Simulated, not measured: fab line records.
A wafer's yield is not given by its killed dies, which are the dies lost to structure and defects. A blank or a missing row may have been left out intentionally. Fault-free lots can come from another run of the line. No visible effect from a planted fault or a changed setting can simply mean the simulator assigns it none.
Split-lot study | flow n5_finfet | route with 1938 steps; 7 lots, 39 wafers read

## THE SPLIT
At N5_DUMMY_GATE_ETCH_31 (etches SiO2 in C4F6/O2, target depth 82.5 nm, time 27.5 s), the setting target_depth_a was moved away from the recipe's 825 angstrom on 9 of the 39 wafers read, by -10.9% to +11.5%. The other wafers ran this setting at the recipe's value.

Reading taken at the split's own step.

## THE READING
SOC_of_DUMMY_GATE_COAT_34.thk_nm (the simulator's own value, which no gauge read), in nm, at N5_DUMMY_GATE_ETCH_31 (etches SiO2 in C4F6/O2, target depth 82.5 nm, time 27.5 s). The file does not state a usual value for it. Across the 30 wafers here that went through the recipe, the average is 51.7 nm and the standard deviation 0.23 nm.

wafer  | tool, chamber at the split | target_depth_a as run, angstrom | against the recipe | SOC_of_DUMMY_GATE_COAT_34.thk_nm, nm | against lot-mates on the recipe
L074.1 | rie_diel-03, 0             | 825                             | recipe             | 51.8                                 | -
L074.2 | rie_diel-03, 1             | 825                             | recipe             | 51.8                                 | -
L074.3 | rie_diel-03, 3             | 825                             | recipe             | 51.6                                 | -
L074.4 | rie_diel-03, 2             | 825                             | recipe             | 51.8                                 | -
L074.5 | rie_diel-03, 0             | 825                             | recipe             | 51.8                                 | -
L074.6 | rie_diel-03, 1             | 825                             | recipe             | 52                                   | -
L078.1 | rie_diel-02, 1             | 825                             | recipe             | 51                                   | -
L078.2 | rie_diel-02, 2             | 735.4                           | -10.9%             | 52.4                                 | +1.1
L078.3 | rie_diel-02, 0             | 735.4                           | -10.9%             | 52.4                                 | +1.1
L078.4 | rie_diel-02, 3             | 825                             | recipe             | 51.6                                 | -
L078.5 | rie_diel-02, 3             | 825                             | recipe             | 51.4                                 | -
L078.6 | rie_diel-02, 2             | 735.4                           | -10.9%             | 52.6                                 | +1.3
L081.1 | rie_diel-01, 2             | 825                             | recipe             | 51.8                                 | -
L081.2 | rie_diel-01, 3             | 772.3                           | -6.4%              | 52.2                                 | +0.5
L081.3 | rie_diel-01, 0             | 825                             | recipe             | 51.6                                 | -
L081.4 | rie_diel-01, 1             | 825                             | recipe             | 51.8                                 | -
L081.5 | rie_diel-01, 0             | 772.3                           | -6.4%              | 52.2                                 | +0.5
L081.6 | rie_diel-01, 1             | 772.3                           | -6.4%              | 52                                   | +0.3
L086.2 | rie_diel-03, 2             | 825                             | recipe             | 51.8                                 | -
L086.5 | rie_diel-03, 2             | 825                             | recipe             | 52                                   | -
L086.6 | rie_diel-03, 3             | 825                             | recipe             | 51.8                                 | -
L088.1 | rie_diel-02, 3             | 825                             | recipe             | 51.6                                 | -
L088.2 | rie_diel-02, 2             | 825                             | recipe             | 51.8                                 | -
L088.3 | rie_diel-02, 1             | 825                             | recipe             | 51.2                                 | -
L088.4 | rie_diel-02, 0             | 825                             | recipe             | 51.6                                 | -
L088.5 | rie_diel-02, 1             | 825                             | recipe             | 51.2                                 | -
L088.6 | rie_diel-02, 2             | 825                             | recipe             | 51.8                                 | -
L095.1 | rie_diel-02, 2             | 825                             | recipe             | 51.8                                 | -
L095.2 | rie_diel-02, 1             | 825                             | recipe             | 51.6                                 | -
L095.3 | rie_diel-02, 0             | 825                             | recipe             | 52                                   | -
L095.4 | rie_diel-02, 3             | 825                             | recipe             | 51.6                                 | -
L095.5 | rie_diel-02, 2             | 825                             | recipe             | 51.8                                 | -
L095.6 | rie_diel-02, 3             | 825                             | recipe             | 51.8                                 | -
L096.1 | rie_diel-01, 3             | 920.2                           | +11.5%             | 50.8                                 | -0.9
L096.2 | rie_diel-01, 0             | 825                             | recipe             | 51.8                                 | -
L096.3 | rie_diel-01, 1             | 920.2                           | +11.5%             | 50.4                                 | -1.3
L096.4 | rie_diel-01, 3             | 920.2                           | +11.5%             | 50.8                                 | -0.9
L096.5 | rie_diel-01, 0             | 825                             | recipe             | 51.8                                 | -
L096.6 | rie_diel-01, 1             | 825                             | recipe             | 51.4                                 | -

FIT RESULTS
A straight line over all 39 wafers: SOC_of_DUMMY_GATE_COAT_34.thk_nm changes by -0.0796 nm for each +1% of target_depth_a; r = -0.87; the points scatter about the line by 0.22 nm.
The same after taking each lot's own level away (the mean of its wafers on the recipe; 39 wafers): -0.0904 nm for each +1%; r = -0.92; scatter 0.18 nm.
The reading moves by 1 nm for the largest change in target_depth_a, on that fit.
The lots' own levels span 51.33 to 51.87 nm, that is 2.3 times the standard deviation above.
So the lot-to-lot level changes the slope: the two fits differ.
Check: with one of the wafers moved furthest among these (+11.5%) left out of the fit, the line predicts -1.08 nm for it against its lot-mates. Against them it came out at -0.867 nm.

## OTHER SPLITS ON THESE WAFERS
Other splits were also applied to these wafers ahead of the reading. Each is held against what the fit with the lots' levels taken away leaves over:
other split on the same wafers    | wafers away from the commonest value | r with SOC_of_DUMMY_GATE_COAT_34.thk_nm (lot level and that fit taken away)
N5_WELL_APT_IMPLANT_14 energy_kev | 15                                   | +0.06
N5_FIN_SAQP_ALD_61 temp_c         | 12                                   | -0.06
N5_FIN_SAQP_SPACER1_ALD_24 temp_c | 18                                   | -0.12
N5_DUMMY_GATE_EXPOSE_12 dose_mj   | 12                                   | -0.19

## THE WHOLE CHAIN: every reading that the file lists as answering this split, in the file's order
step                  | what it does                                              | reading                                                                           | change (the file's fit)                | r (the file's)
N5_DUMMY_GATE_ETCH_31 | etches SiO2 in C4F6/O2, target depth 82.5 nm, time 27.5 s | etch.depth_nm (the simulator's own value, which no gauge read)                    | +0.941 nm for each +1% of the setting  | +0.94
N5_DUMMY_GATE_ETCH_31 | etches SiO2 in C4F6/O2, target depth 82.5 nm, time 27.5 s | SOC_of_DUMMY_GATE_COAT_34.thk_nm (the simulator's own value, which no gauge read) | -0.0904 nm for each +1% of the setting | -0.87

## FILE'S OWN FIT
SOC_of_DUMMY_GATE_COAT_34.thk_nm changes by -0.0904 nm for each +1% of target_depth_a, r = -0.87.
